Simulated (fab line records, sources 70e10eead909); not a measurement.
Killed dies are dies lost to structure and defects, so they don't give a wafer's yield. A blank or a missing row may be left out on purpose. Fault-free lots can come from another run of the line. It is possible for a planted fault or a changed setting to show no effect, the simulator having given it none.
Matching of chambers :: flow nandHarc :: 4 sister chambers for NHARC_A_WL_FILL_ALD_00 on aldHk-04
The step deposits Al2O3, target thk 3 nm, pulse time 3 s, ald cycles 30. 4 wafers are shown with their chamber, then 12 later ones without.

WAFERS WITH THEIR CHAMBER
wafer: L085.6
chamber: 0
heaterPowerW (W): 541

wafer: L087.1
chamber: 1
heaterPowerW (W): 478

wafer: L087.2
chamber: 2
heaterPowerW (W): 437

wafer: L087.5
chamber: 3
heaterPowerW (W): 521

WAFERS WITHOUT THEIR CHAMBER
wafer: L089.2
heaterPowerW (W): 511

wafer: L089.4
heaterPowerW (W): 438

wafer: L089.6
heaterPowerW (W): 530

wafer: L094.1
heaterPowerW (W): 535

wafer: L094.4
heaterPowerW (W): 463

wafer: L094.5
heaterPowerW (W): 484

wafer: L096.1
heaterPowerW (W): 495

wafer: L096.3
heaterPowerW (W): 523

wafer: L096.5
heaterPowerW (W): 441

wafer: L096.2
heaterPowerW (W): 448

wafer: L096.4
heaterPowerW (W): 448

wafer: L096.6
heaterPowerW (W): 533

EACH ONE'S CHAMBER
wafer: L089.2
from the rows above: 3
in truth: 3

wafer: L089.4
from the rows above: 2
in truth: 2

wafer: L089.6
from the rows above: can't be placed: 3 or 0
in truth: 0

wafer: L094.1
from the rows above: can't be placed: 0 or 3
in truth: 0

wafer: L094.4
from the rows above: can't be placed: 1 or 2
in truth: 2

wafer: L094.5
from the rows above: 1
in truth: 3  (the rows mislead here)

wafer: L096.1
from the rows above: can't be placed: 1 or 3
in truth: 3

wafer: L096.3
from the rows above: can't be placed: 3 or 0
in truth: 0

wafer: L096.5
from the rows above: 2
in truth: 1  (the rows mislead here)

wafer: L096.2
from the rows above: can't be placed: 2 or 1
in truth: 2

wafer: L096.4
from the rows above: can't be placed: 2 or 1
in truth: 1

wafer: L096.6
from the rows above: can't be placed: 0 or 3
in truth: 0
Placed correctly: 2 of 12. Not placeable from these rows: 8 (in 8, the candidates include the true chamber). Number placed wrongly: 2.
How it was worked out, from the rows above alone: a wafer's distance from a chamber is the root of the sum, over the readings, of the square of ((its reading less the chamber's mean) divided by the reading's scatter). The wafer belongs to the nearest chamber; if the next one is less than 2 further off, it can't be placed. For every chamber, the mean is computed from those of its wafers that are shown. The scatter (one wafer shown for each chamber): square how far every hidden wafer sits from the nearest shown wafer, average those squares and take the square root.
